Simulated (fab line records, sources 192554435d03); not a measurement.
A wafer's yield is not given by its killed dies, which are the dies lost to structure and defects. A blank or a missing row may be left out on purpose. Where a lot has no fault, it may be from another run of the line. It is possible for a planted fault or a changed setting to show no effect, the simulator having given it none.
Problem report, 8D (eight disciplines) form, completed by code + flow n5Finfet + the parts of the form that need people (team, actions taken, sign-off) are left out

## 1. WHAT IS WRONG
susceptorTempC at N5_BEOL_M11_ILD_DEP_00 reads a mean of 303.03 C on 4 wafers of 3 lots; wafers without a fault read 300.01 C with a standard deviation of 0.2. Relative to the usual mean, that is a shift of +15 standard deviations.
The step: deposits SiCOH lowk from DEMS/porogen, target thk 308.51 nm, time 58 s.
Seen first at day 13 19:05 on pecvd-01, wafer L999.2. The record has a number at this step for 36 wafers belonging to 12 lots. The rule behind "out" and "out of limits": a value lying over 4 standard deviations away from the usual mean. All remaining wafers that have a number are taken as sound.

## 2. WHAT IT IS, AND WHAT IT ISN'T
| question                    | is                             | is not                                                                                                   |
|-----------------------------|--------------------------------|----------------------------------------------------------------------------------------------------------|
| which readings at this step | susceptorTempC                 | heaterPowerW, showerheadPlenumPTorr, throttleValvePct                                                    |
| which lots                  | L100, L998, L999               | L103, L104, L106, L107, L112, L989, L990, L991, L996                                                     |
| which wafers of those lots  | L100.2, L100.6, L998.3, L999.2 | L100.1, L998.1, L998.5, L999.1, L999.5                                                                   |
| read on which tools         | pecvd-01                       | pecvd-03, pecvd-04                                                                                       |
| when                        | from day 13 19:05              | up to then (14 sound wafers); but 18 sound wafers of L100, L103, L104, L106, L107, L112, L998 came after |

## 3. SUSPECTS, AND WHAT RULES EACH OUT
Counting: any tool at a process step up to the reading remains a suspect provided it ran every lot that is out. Sound lots after the first of them don't rule it out here, since some wafers of a struck lot are sound.
- pecvd-01 at N5_BEOL_M11_ILD_DEP_00 (deposits SiCOH lowk from DEMS/porogen, target thk 308.51 nm, time 58 s): kept. Ran every lot that is out, first one L999 (day 13 19:05); last sound lot up to then L991 (day 11 09:16). Its own susceptorTempC readings are out on those wafers.
- Within pecvd-01 at N5_BEOL_M11_ILD_DEP_00: the wafers that are out ran in chamber 0; their sound lot-mates ran in chambers 1, 2.
The count leaves pecvd-01 at N5_BEOL_M11_ILD_DEP_00.

## 4. THE CAUSE (what the simulator had put in)
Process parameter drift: pecvd-01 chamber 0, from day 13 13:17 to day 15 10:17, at N5_BEOL_M11_ILD_DEP_00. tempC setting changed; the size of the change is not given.
After counting, this tool was the only one left.

## 5. THE CHAIN OF EFFECTS, in route order
Each row: a reading whose mean over the struck wafers that have a number lies more than 3 standard deviations from the usual. Only readings for which the record gives a usual standard deviation are gone through. hours: the time from each lot's start at the first step in this table that gives one to its start at this step, as a median over the lots. sigmas: the change in usual standard deviations.
| hours | step                   | reading        | usual    | on struck wafers | change | sigmas |
|-------|------------------------|----------------|----------|------------------|--------|--------|
| 0     | N5_BEOL_M11_ILD_DEP_00 | susceptorTempC | 300.01 C | 303.03           | +3.02  | +15    |
Process steps it contains:
- N5_BEOL_M11_ILD_DEP_00: deposits SiCOH lowk from DEMS/porogen, target thk 308.51 nm, time 58 s.

## 6. HOW IT WOULD HAVE BEEN CAUGHT EARLIER
6 hours passed between the start of the fault at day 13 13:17 and the first reading out of limits in this record, taken at day 13 19:05.
